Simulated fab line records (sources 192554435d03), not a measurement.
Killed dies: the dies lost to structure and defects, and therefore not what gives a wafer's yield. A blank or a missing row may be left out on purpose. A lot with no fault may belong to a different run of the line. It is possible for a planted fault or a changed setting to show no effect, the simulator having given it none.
Chamber matching	flow n5_finfet	pecvd-02 running N5_PASSIVATION_PECVD_35: 3 sister chambers
The step deposits SiNx from SiH4/NH3/N2, target thk 700 nm, time 151.3 s. 14 wafers are shown with their chamber, then 7 later ones without.

## WAFERS PAIRED WITH THEIR CHAMBERS
wafer	chamber	showerhead_plenum_p_Torr (Torr)	heater_power_w (W)	rf_fwd_power_W (W)
L377.3	1	8.70	416	1393
L377.4	2	8.65	347	1398
L377.6	1	8.71	452	1398
L380.1	1	8.71	500	1392
L380.3	0	8.54	128	1402
L380.4	2	8.66	363	1399
L379.2	2	8.64	349	1400
L379.3	0	8.55	231	1405
L379.6	1	8.69	484	1395
L385.1	0	8.56	160	1408
L385.3	1	8.70	390	1405
L385.6	0	8.59	190	1399
L391.2	1	8.72	407	1400
L391.3	0	8.55	154	1398

SIGNATURES (means of the wafers above)
reading	chamber 0	chamber 1	chamber 2	scatter within a chamber
showerhead_plenum_p_Torr	8.5580	8.7050	8.6500	0.0142
heater_power_w	172.60	441.50	353.00	38.4
rf_fwd_power_W	1402.40	1397.17	1399.00	4.16
Rule: a wafer lies at a distance from a chamber equal to the root of the sum of squares, over the readings, of (its reading less the chamber's mean, divided by the reading's scatter). The wafer belongs to the nearest chamber; if the next one is less than 2 further off, it can't be placed. The scatter: the root of (the sum of the squares of (reading less its chamber's mean) over the shown wafers, divided by (wafers less chambers)).

## WAFERS WHOSE CHAMBER IS MISSING
wafer	showerhead_plenum_p_Torr (Torr)	heater_power_w (W)	rf_fwd_power_W (W)
L391.6	8.57	188	1398
L390.1	8.69	460	1405
L390.3	8.65	411	1402
L390.6	8.70	483	1400
L392.4	8.68	481	1394
L392.5	8.56	212	1403
L392.6	8.66	280	1394

## EACH ONE'S CHAMBER
wafer	from the rows above	in truth
L391.6	0	0
L390.1	1	1
L390.3	2	2
L390.6	1	1
L392.4	can't be placed: 1 or 2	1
L392.5	0	0
L392.6	2	2
Correctly placed: 6 of 7. Cannot be placed on the basis of these rows: 1; the candidates contain the true chamber in 1. Wrongly placed: 0.
